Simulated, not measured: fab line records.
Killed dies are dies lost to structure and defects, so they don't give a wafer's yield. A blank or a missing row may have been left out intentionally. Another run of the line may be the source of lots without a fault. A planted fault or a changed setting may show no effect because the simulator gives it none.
fab line records + flow n5_finfet
[record]
- lots = 3
- wafers = 9
- last_day = 17
route steps=1938 shown MOL_CONTACT_COAG@576 BEOL_M4@1111 PASSIVATION@1936
lots with no fault: from the same line, run without faults
start_h: the number of hours between the record's first day and the start of the first shown wafer of the lot + wait_h: time in hours since the lot's previous step + " same as the row above + L1.1+2: one row covering several wafers at once + - no value present, or no start provided + * or withheld: withheld + < > ~ a bound
route shown NAME@n: names a module that has steps shown in the file, with the first one's number in the route + usual: mean/standard deviation of fault-free wafers + same: alike in all rows + chamber/n: place in a boat + sites: the reading at each site + _std_site: standard deviation of those values + _edge_site: outer sites' mean less inner sites' + radius_mm: for every site, how far away it sits from the centre of the wafer + mask NAME#n: copy n + behind: the last tool/chamber to shape the wafer + hold: reason for holding the lot/hours on hold/outcome of the hold + device: transistor that didn't switch, given as n, p or np + end of line: the tests these same wafers got at the end of their route + a step without rows: its recipe alone + killed: dies lost to structure and defects at the first sort, not the wafer's yield + map: the dies of a wafer, with x for killed, . for not killed, _ for no die there
set.NAME: the setting that was run; set.NAME@STEP: the one run at that earlier step + model.NAME: the simulator's own value behind a step, which no gauge read
lots at some steps of the route; a table a step, a row a wafer
services: a tool's chamber out of use, with start hour (start_h, from the record's first day; less than 0 if before it), hours out, and reason
[[steps]]
[step N5_MOL_CONTACT_COAG_DESCUM_88]
[recipe]
- chemistry = O2
- time_s = 7
- source_power_w = 50
- bias_power_w = 20
- pressure_mtorr = 20
- rf_frequency_hz = 2.712e+07
- temp_c = 40
- resist = CAR-EUV
- o2_flow_sccm = 225
[step N5_MOL_CONTACT_COAG_ETCH_89]
[recipe]
- chemistry = N2/H2
- target = underlayer
- target_depth_a = 130
- mask_material = CAR-EUV
- time_s = 10.4
- ion_energy_ev = 200
- pressure_mtorr = 30
- source_w = 840
- bias_w = 150
- n2_flow_sccm = 200
- h2_flow_sccm = 200
- ends = cleared
[step N5_MOL_CONTACT_COAG_ETCH_90]
[recipe]
- chemistry = CF4
- target = SiARC
- target_depth_a = 130
- mask_material = CAR-EUV
- time_s = 21.7
- ion_energy_ev = 80
- pressure_mtorr = 40
- source_w = 545
- bias_w = 36
- Ar_flow_sccm = 100
- cf4_flow_sccm = 100
- ends = cleared
[step N5_MOL_CONTACT_COAG_ALD_131]
[recipe]
- material = SiO2
- target_thk_a = 50
- temp_c = 100
- ald_precursor_family = BDEAS
- ald_co_reactant = O2-plasma
- pulse_time_s = 1
- co_reactant_pulse_time_s = 1
- purge_time_s = 2
- co_reactant_purge_time_s = 2
- ald_cycles = 35
- pressure_torr = 2
[step N5_MOL_CONTACT_COAG_ETCHBACK_132]
[recipe]
- chemistry = CHF3
- target = SiO2
- target_depth_a = 100
- time_s = 6.7
- ion_energy_ev = 200
- pressure_mtorr = 30
- source_w = 610
- bias_w = 170
- Ar_flow_sccm = 200
- CHF3_flow_sccm = 50
[step N5_MOL_CONTACT_COAG_ETCH_91]
[recipe]
- chemistry = N2/H2
- target = SOC
- target_depth_a = 600
- overetch_a = 210
- mask_material = SiARC
- temp_c = 40
- time_s = 101.2
- ion_energy_ev = 200
- pressure_mtorr = 30
- source_w = 840
- bias_w = 150
- n2_flow_sccm = 200
- h2_flow_sccm = 200
[step N5_MOL_CONTACT_COAG_STRIP_92]
[recipe]
- chemistry = N2/H2
- temp_c = 40
- n2_flow_sccm = 200
- h2_flow_sccm = 200
- rf_frequency_hz = 6e+07
[step N5_MOL_CONTACT_COAG_STRIP_93]
[recipe]
- chemistry = N2/H2
- temp_c = 40
- n2_flow_sccm = 200
- h2_flow_sccm = 200
- rf_frequency_hz = 6e+07
[step N5_MOL_CONTACT_COAG_ETCHBACK_135]
[recipe]
- chemistry = CHF3
- target = SiO2
- target_depth_a = 250
- time_s = 16.7
- ion_energy_ev = 200
- pressure_mtorr = 30
- source_w = 610
- bias_w = 170
- Ar_flow_sccm = 200
- CHF3_flow_sccm = 50
[step N5_MOL_CONTACT_COAG_STRIP_118]
[recipe]
- chemistry = CHF3
- resist = SiARC
- rf_frequency_hz = 6e+07
[step N5_MOL_CONTACT_COAG_VIA_ETCH_46]
[recipe]
- chemistry = C4F6/O2
- target_depth_a = 460
- overetch_a = 92
- mask_material = SOC
- target = SiO2
- bias_w = 455
- pressure_mtorr = 10
- time_s = 40
- source_w = 325
- Ar_flow_sccm = 300
- C4F6_flow_sccm = 10
- O2_flow_sccm = 10
- ion_energy_ev = 575.3
- ends = end_point
[step N5_MOL_CONTACT_COAG_STRIP_96]
[recipe]
- chemistry = N2/H2
- power_w = 500
- temp_c = 40
- pressure_mtorr = 50
- rf_frequency_hz = 6e+07
- overash_fraction = 0.3
- bias_power_w = 28
- h2_frac = 0.5
- n2_flow_sccm = 300
- h2_flow_sccm = 300
[step N5_MOL_CONTACT_COAG_ETCH_47]
[recipe]
- chemistry = CH3F/O2
- target = SiNx
- target_depth_a = 270
- mask_material = SiO2
- stop_on = W
- over_etch_frac = 0.2
- ion_energy_ev = 120
- endpoint = OES-CN
- pressure_mtorr = 30
- source_w = 395
- bias_w = 73
- Ar_flow_sccm = 150
- CH3F_flow_sccm = 30
- O2_flow_sccm = 20
- ends = end_point
[usual]
- drypump_motor_current_A = 5.7/0.42
- etch_rf_on_time_s = 31.0/0.63
- oes_ar_750_au = 0.83/0.094
- oes_product_au = 0.75/0.089
- rf_vpp_V = 294/5.8
- showerhead_plenum_p_Torr = 1.97/0.054
- throttle_valve_pct = 16.36/0.22
| lot.wafer | tool        | chamber | start_h | wait_h | drypump_motor_current_A | etch_rf_on_time_s | oes_ar_750_au | oes_product_au | rf_hours_counter_h | rf_vpp_V | showerhead_plenum_p_Torr | throttle_valve_pct |
|-----------|-------------|---------|---------|--------|-------------------------|-------------------|---------------|----------------|--------------------|----------|--------------------------|--------------------|
| L921.1    | rie_diel-03 | 0       | 110.36  | 0.0    | 5.4                     | 32.5              | 0.67          | 0.59           | 246                | 291      | 1.96                     | 16.68              |
| L921.2    | "           | 3       | "       | "      | 5.2                     | 31.8              | 0.70          | 0.64           | 164                | 308      | 1.91                     | 16.46              |
| L921.5    | "           | 2       | "       | "      | 5.7                     | 30.7              | 0.91          | 0.83           | -                  | 297      | 1.96                     | 16.20              |
| L928.1    | rie_diel-03 | 0       | 151.85  | 0.0    | 5.4                     | 31.0              | 0.95          | 0.87           | 6                  | 291      | 1.96                     | 16.24              |
| L928.3    | "           | 3       | "       | "      | 5.3                     | 31.6              | 0.70          | 0.63           | 184                | 309      | 1.90                     | 16.50              |
| L928.6    | "           | 2       | "       | "      | 5.7                     | 31.0              | 0.86          | 0.78           | -                  | 299      | 1.95                     | 16.21              |
| L938.2    | rie_diel-02 | 1       | 212.09  | 0.0    | 6.6                     | 30.9              | 0.86          | 0.77           | 46                 | 288      | 1.96                     | 16.18              |
| L938.3    | "           | 0       | "       | "      | 5.6                     | 30.8              | 0.90          | 0.82           | 22                 | 302      | 2.04                     | 16.13              |
| L938.5    | "           | 3       | "       | "      | 5.5                     | 29.9              | 0.93          | 0.84           | -                  | 294      | 2.13                     | 16.05              |
[step N5_MOL_CONTACT_COAG_STRIP_119]
[recipe]
- chemistry = N2/H2
- time_s = 30
- power_w = 1000
- temp_c = 250
- pressure_mtorr = withheld
- n2_flow_sccm = 1750
- h2_flow_sccm = 3250
[step N5_MOL_CONTACT_COAG_PRECLEAN_144]
[recipe]
- chemistry = alkaline_clean
- temp_c = 60
- time_s = 60
- do_ppb = 50
[step N5_MOL_CONTACT_COAG_SRD_145]
[recipe]
- dry = ipa_marangoni
- time_s = 30
- temp_c = 23
- rinse_liquid = diw
[step N5_MOL_CONTACT_COAG_COAT_62]
[recipe]
- resist = SOC
- temp_c = 250
- time_s = 60
- spin_rpm = 1500
- resist_thk_nm = 60
[step N5_MOL_CONTACT_COAG_COAT_63]
[recipe]
- resist = SiARC
- temp_c = 220
- time_s = 60
- spin_rpm = 1500
- resist_thk_nm = 10
[step N5_MOL_CONTACT_COAG_COAT_64]
[recipe]
- resist = underlayer
- temp_c = 205
- time_s = 60
- spin_rpm = 1500
- resist_thk_nm = 10
[step N5_MOL_CONTACT_COAG_COAT_34]
[recipe]
- resist = CAR-EUV
- spin_rpm = 1500
- resist_thk_nm = 40
[step N5_MOL_CONTACT_COAG_EBR_36]
[recipe]
- solvent = PGMEA
- ebr_width_mm = 1.5
[step N5_MOL_CONTACT_COAG_SOFTBAKE_35]
[recipe]
- temp_c = 110
- time_s = 60
- resist = CAR-EUV
[step N5_MOL_CONTACT_COAG_EXPOSE_37]
[recipe]
- mask_id = VD
- na = 0.33
- source_shape = annular
- sigma_inner = 0.3
- sigma_outer = 0.7
- polarization = unpolarized
- defocus_nm = 0
- dose_mj = 62
[step N5_MOL_CONTACT_COAG_PEB_38]
[recipe]
- peb_temp_c = 100
- peb_time_s = 60
- resist = CAR-EUV
[step N5_MOL_CONTACT_COAG_DEVELOP_39]
[recipe]
- develop_time_s = 30
- developer = TMAH
- resist = CAR-EUV
- rinse_liquid = surfactant_rinse
- dry = air_spin
- dev_temp_c = 23
[step N5_MOL_CONTACT_COAG_INSPECT_42]
[recipe]
- mode = adi
- inspect_instrument = brightfield
[usual]
- raw_defect_count = 191/46
| lot.wafer | tool              | chamber | start_h | wait_h | raw_defect_count |
|-----------|-------------------|---------|---------|--------|------------------|
| L921.1    | defect_inspect-02 | -       | 111.01  | 0.1    | 161              |
| L921.2    | "                 | -       | "       | "      | 184              |
| L921.5    | "                 | -       | "       | "      | 190              |
| L928.1    | defect_inspect-02 | -       | 152.49  | 0.1    | 149              |
| L928.3    | "                 | -       | "       | "      | 1395             |
| L928.6    | "                 | -       | "       | "      | 169              |
| L938.2    | defect_inspect-01 | -       | 212.76  | 0.0    | 239              |
| L938.3    | "                 | -       | "       | "      | 121              |
| L938.5    | "                 | -       | "       | "      | 232              |
[step N5_MOL_CONTACT_COAG_DESCUM_45]
[recipe]
- chemistry = O2
- time_s = 7
- source_power_w = 50
- bias_power_w = 20
- pressure_mtorr = 20
- rf_frequency_hz = 2.712e+07
- temp_c = 40
- resist = CAR-EUV
- o2_flow_sccm = 225
[step N5_BEOL_M4_RC_MEAS_101]
[usual]
- DIBL_N = 35.1/1.5
- DIBL_P = 35.2/2
- IOFF_N = 0.146/0.028
- IOFF_P = 0.20/0.036
- ION_N = 670/12
- ION_P = 462/8.2
- SS_N = 71.2/0.63
- SS_P = 73.1/0.7
- VT_N = 250/3.6
- VT_P = -251/3.3
| lot.wafer | tool      | chamber | start_h | wait_h | DIBL_N[mV/V] | DIBL_P[mV/V] | IOFF_N[nA/um] | IOFF_P[nA/um] | ION_N[uA/um] | ION_P[uA/um] | SS_N[mV/dec] | SS_P[mV/dec] | VT_N[mV] | VT_P[mV] |
|-----------|-----------|---------|---------|--------|--------------|--------------|---------------|---------------|--------------|--------------|--------------|--------------|----------|----------|
| L921.1    | prober-01 | 0       | 170.74  | 0.0    | 35.1         | 35.2         | 0.126         | 0.18          | 656          | 450          | 70.6         | 72.2         | 255      | -254     |
| L921.2    | "         | 0       | "       | "      | 35.8         | 36.2         | 0.139         | 0.20          | 669          | 463          | 71.0         | 72.8         | 253      | -253     |
| L921.5    | "         | 0       | "       | "      | 35.9         | 36.1         | 0.139         | 0.19          | 650          | 440          | 71.8         | 72.9         | 256      | -254     |
| L928.1    | prober-02 | 0       | 221.65  | 0.0    | 36.9         | 37.3         | 0.156         | 0.21          | 677          | 466          | 72.3         | 73.7         | 252      | -251     |
| L928.3    | "         | 0       | "       | "      | 35.2         | 35.9         | 0.135         | 0.18          | 668          | 455          | 71.0         | 73.3         | 253      | -253     |
| L928.6    | "         | 0       | "       | "      | 34.5         | 34.8         | 0.118         | 0.17          | 660          | 453          | 71.3         | 73.3         | 255      | -254     |
| L938.2    | prober-01 | 0       | 288.80  | 0.2    | 35.6         | 35.7         | 0.143         | 0.20          | 680          | 467          | 70.7         | 72.7         | 251      | -251     |
| L938.3    | "         | 0       | "       | "      | 35.1         | 34.5         | 0.118         | 0.18          | 661          | 458          | 71.1         | 72.5         | 254      | -251     |
| L938.5    | "         | 0       | "       | "      | 33.7         | 33.0         | 0.101         | 0.15          | 654          | 449          | 70.5         | 71.8         | 256      | -253     |
[step N5_PASSIVATION_PROBE_49]
[usual]
- defect_limited_yield = 91.4/1.4
- killed_at_M0_to_M3 = 32/10
- killed_at_M4_up = 13/5.6
- killed_at_contacts = 13/6.6
- killed_at_front_end = 39/13
- killed_at_other = 3.4/2.8
- killed_dies = 101/17
- killed_on_rim = 14/4.5
- killed_open = 66/13
- killed_short = 33/7
- sort_bin_5_function = 5.0/0.93
- sort_bin_6_memory = 3.2/0.65
- sort_bin_8_speed = 0.01/0.16
- sort_n_pass = 1078/17
- sort_yield_pct = 91.4/1.4
[same]
- gross_dies = 1180
- killed_at_back_side = 0
- sort_bin_4_leakage[%] = 0
| lot.wafer | tool      | chamber | start_h | wait_h | defect_limited_yield[%] | killed_at_M0_to_M3 | killed_at_M4_up | killed_at_contacts | killed_at_front_end | killed_at_other | killed_dies | killed_on_rim | killed_open | killed_short | sort_bin_5_function[%] | sort_bin_6_memory[%] | sort_bin_8_speed[%] | sort_n_pass | sort_yield_pct[%] |
|-----------|-----------|---------|---------|--------|-------------------------|--------------------|-----------------|--------------------|---------------------|-----------------|-------------|---------------|-------------|--------------|------------------------|----------------------|---------------------|-------------|-------------------|
| L921.1    | prober-01 | -       | 276.73  | 0.0    | 91.6                    | 43                 | 3               | 18                 | 33                  | 2               | 99          | 17            | 62          | 36           | 5.4                    | 2.5                  | 0                   | 1081        | 91.6              |
| L921.2    | prober-01 | -       | 276.78  | 0.1    | 91.0                    | 28                 | 14              | 29                 | 32                  | 3               | 106         | 9             | 72          | 34           | 5.4                    | 3.2                  | 0                   | 1074        | 91.0              |
| L921.5    | prober-01 | -       | 276.93  | 0.2    | 92.3                    | 27                 | 14              | 18                 | 31                  | 1               | 91          | 19            | 64          | 27           | 3.7                    | 3.8                  | 0.08                | 1088        | 92.2              |
| L928.1    | prober-02 | -       | 328.83  | 0.0    | 90.8                    | 30                 | 12              | 14                 | 52                  | 0               | 108         | 16            | 58          | 44           | 4.6                    | 3.8                  | 0                   | 1072        | 90.8              |
| L928.3    | prober-02 | -       | 328.93  | 0.1    | 87.0                    | 37                 | 12              | 84                 | 19                  | 1               | 153         | 28            | 53          | 28           | 7.6                    | 2.6                  | 0                   | 1027        | 87.0              |
| L928.6    | prober-02 | -       | 329.08  | 0.3    | 93.9                    | 29                 | 4               | 13                 | 26                  | 0               | 72          | 3             | 50          | 22           | 4.1                    | 1.8                  | 0                   | 1108        | 93.9              |
| L938.2    | prober-01 | -       | 399.12  | 0.1    | 93.0                    | 40                 | 4               | 11                 | 27                  | 1               | 83          | 21            | 47          | 30           | 4.1                    | 2.2                  | 0                   | 1097        | 93.0              |
| L938.3    | prober-01 | -       | 399.17  | 0.1    | 92.2                    | 31                 | 20              | 7                  | 31                  | 3               | 92          | 9             | 63          | 28           | 5.2                    | 2.4                  | 0                   | 1088        | 92.2              |
| L938.5    | prober-01 | -       | 399.27  | 0.2    | 93.1                    | 42                 | 7               | 4                  | 26                  | 2               | 81          | 14            | 48          | 33           | 3.6                    | 3.1                  | 0                   | 1099        | 93.1              |
// killed by level:class
L921.1 BEOL_M0_SAQP:geometric_particle:short=19 MOL_CONTACT_COAG:geometric_particle:open=15 BEOL_M0_SAQP:geometric_particle:open=11 STI_FIN_REVEAL:geometric_particle:open=9 FIN_SAQP:geometric_particle:short=6 FIN_SAQP:geometric_particle:open=6 DUMMY_GATE:geometric_particle:open=4 BEOL_M3:geometric_particle:open=4
L921.2 MOL_CONTACT_COAG:geometric_particle:open=20 BEOL_M4:geometric_particle:open=9 MOL_CONTACT_COAG:geometric_particle:short=9 STI_FIN_REVEAL:geometric_particle:open=8 BEOL_M1:geometric_particle:open=8 FIN_SAQP:geometric_particle:short=7 BEOL_M0_SAQP:geometric_particle:short=6 DUMMY_GATE:geometric_particle:open=5
L921.5 MOL_CONTACT_COAG:geometric_particle:open=13 FIN_SAQP:geometric_particle:open=9 BEOL_M0_SAQP:geometric_particle:open=9 BEOL_M0_SAQP:geometric_particle:short=7 BEOL_M4:geometric_particle:open=6 BEOL_M2:geometric_particle:open=5 MOL_CONTACT_COAG:geometric_particle:short=5 DUMMY_GATE:geometric_particle:open=4
L928.1 STI_FIN_REVEAL:geometric_particle:open=13 BEOL_M0_SAQP:geometric_particle:short=13 MOL_CONTACT_COAG:geometric_particle:open=10 BEOL_M0_SAQP:geometric_particle:open=10 FIN_SAQP:geometric_particle:short=7 FIN_SAQP:geometric_particle:open=6 HKMG_FIN:area_etch=6 DUMMY_GATE:geometric_particle:open=4
L928.3 MOL_CONTACT_COAG:unspecified=72 MOL_CONTACT_COAG:geometric_particle:open=10 BEOL_M2:geometric_particle:open=8 BEOL_M0_SAQP:geometric_particle:short=7 BEOL_M0:geometric_particle:open=5 BEOL_M0_SAQP:geometric_particle:open=5 BEOL_M3:geometric_particle:open=5 BEOL_M5:geometric_particle:open=5
L928.6 MOL_CONTACT_COAG:geometric_particle:open=13 BEOL_M0_SAQP:geometric_particle:short=8 BEOL_M3:geometric_particle:open=7 FIN_SAQP:geometric_particle:short=5 DUMMY_GATE:geometric_particle:open=4 STI_FIN_REVEAL:geometric_particle:open=4 BEOL_M1:geometric_particle:open=4 BEOL_M0_SAQP:geometric_particle:open=4
L938.2 BEOL_M2:geometric_particle:open=10 BEOL_M3:geometric_particle:open=9 MOL_CONTACT_COAG:geometric_particle:open=7 BEOL_M0_SAQP:geometric_particle:open=7 BEOL_M0_SAQP:geometric_particle:short=6 HKMG_FIN:area_etch=6 MOL_CONTACT_COAG:geometric_particle:short=4 FIN_SAQP:geometric_particle:open=3
L938.3 BEOL_M4:geometric_particle:open=9 BEOL_M2:geometric_particle:open=9 FIN_SAQP:geometric_particle:open=8 BEOL_M0_SAQP:geometric_particle:open=8 MOL_CONTACT_COAG:geometric_particle:open=7 BEOL_M0_SAQP:geometric_particle:short=6 FIN_SAQP:geometric_particle:short=5 STARTING-WAFER:geometric_particle:short=5
L938.5 BEOL_M2:geometric_particle:open=13 BEOL_M0_SAQP:geometric_particle:short=7 FIN_SAQP:geometric_particle:open=6 BEOL_M1:geometric_particle:short=5 BEOL_M0_SAQP:geometric_particle:open=5 BEOL_M3:geometric_particle:open=5 FIN_SAQP:geometric_particle:short=4 STARTING-WAFER:geometric_particle:short=4
// map L928.3 (x killed, . not)
_________________..x.........________________
______________......x..........._____________
___________x.......................__________
__________..x...................x..._________
________...x......................x..._______
_______.x.............x..........x.....______
______....x....x....x.................x._____
_____.x................x.................____
____..........x...........x...............___
___.......x.....x...x..x............x......__
___......x.................................__
__...................x..xx....x............._
__.......x.......................x.........._
_...........................x.x......x.......
_..........x.........x..x...x...........x....
_............x.........x..x.......x..........
_..........................x..x..............
_...........x.................x..x...xx......
_..x.x............x.....x....................
_.........x....x...........x.......xx........
_................xx....x.....x...............
__x..........x.......x.x...................._
__.....................x.......x............_
___...........x...................x........__
___............................x...........__
____........x.................x...........___
_____....................................____
______.........x.x.xx..................._____
_______....x..xx.xx.xx.xx....x.........______
________.....xxxxxxxxxxx...x.......x.x_______
__________x.xxxxxxxxxxxx........xx.._________
___________xxxxxxxxxxxx..x......x..__________
______________xxxxxxxxxxxx.x...._____________
_________________xxxxxxxx.xx.________________
// map L921.2 (x killed, . not)
_________________............________________
______________...............x.._____________
___________.........x...x...xx.x...__________
__________...........x.............._________
________.............x.....x.........._______
_______......................x.........______
______.....x...x................x......._____
_____x........x.x.xx........x...........x____
____....x....x..x...x........x.....x.xx...___
___...x......x..............x..............__
___..x...........x.......x.......x.......x.__
__.......................x.......x.........._
__x.........x.x..............x.............._
_..................x.......x.................
_..x.....x......................x.........xx.
_............................................
_..x..x......x.....x.x...............x.....x.
_..x...x.....x...x.........x.x...............
_.............x..............x...............
_............x........x....x....x.......x..x.
_...x....x..x...x.....xx..................x.x
__..........x..............................._
__..........x................x.............._
___...x..........x..........x..............__
___............x............xx.............__
____.....x.........x............x.........___
_____......x.........x...................____
______..............x..................._____
_______....x..........x............x...______
________.......x.......x.....x........_______
__________.....x.........x.........._________
___________....x...............xx..__________
______________........x........._____________
_________________...........x________________
[[services]]
| tool        | chamber | start_h | hours | kind                          |
|-------------|---------|---------|-------|-------------------------------|
| rie_diel-03 | 0       | 119.18  | -     | clean                         |
| rie_diel-03 | 0       | 119.18  | -     | consumable_replace:focus_ring |
| rie_diel-03 | 0       | 119.18  | 15.5  | scheduled_down                |
| rie_diel-03 | 0       | 119.18  | 15.5  | vent_cycle                    |
| rie_diel-02 | 1       | 120.80  | 6.6   | repair                        |
| rie_diel-02 | 0       | 121.77  | 3.9   | repair                        |
| rie_diel-02 | 0       | 127.39  | -     | clean                         |
| rie_diel-02 | 0       | 127.39  | -     | consumable_replace:focus_ring |
| rie_diel-02 | 0       | 127.39  | 34.7  | scheduled_down                |
| rie_diel-02 | 0       | 127.39  | 34.7  | vent_cycle                    |
| rie_diel-03 | 0       | 136.09  | 6.4   | repair                        |
| rie_diel-03 | 1       | 149.06  | -     | clean                         |
| rie_diel-03 | 1       | 149.06  | -     | consumable_replace:focus_ring |
| rie_diel-03 | 1       | 149.06  | 19.0  | scheduled_down                |
| rie_diel-03 | 1       | 149.06  | 19.0  | vent_cycle                    |
| rie_diel-02 | 3       | 166.92  | -     | clean                         |
| rie_diel-02 | 3       | 166.92  | -     | consumable_replace:focus_ring |
| rie_diel-02 | 3       | 166.92  | -     | consumable_replace:showerhead |
| rie_diel-02 | 3       | 166.92  | 25.5  | scheduled_down                |
| rie_diel-02 | 3       | 166.92  | 25.5  | vent_cycle                    |
[[key]]
[first_sign]
- step = N5_MOL_CONTACT_COAG_INSPECT_42
- reading = raw_defect_count
- direction = up
- sigmas = 26
- usual = 191
- struck = 1395
[effect]
- step = N5_PASSIVATION_PROBE_49
- reading = killed_at_contacts
- direction = up
- sigmas = 11
- usual = 13
- struck = 84
[more_kills_born_at]
- N5_MOL_CONTACT_COAG_ETCH_47@rie_diel-03 = 72
met_at N5_MOL_CONTACT_COAG_ETCH_47
struck_wafers L928.3
onset_between 110.36 151.85
[fault]
- kind = chamber_particle_source
- tool = rie_diel-03
- chamber = 3
- onset_h = 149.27
- steps = N5_MOL_CONTACT_COAG_ETCH_47
- rate_per_visit_cm2 = 2.0999
- end_h = 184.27
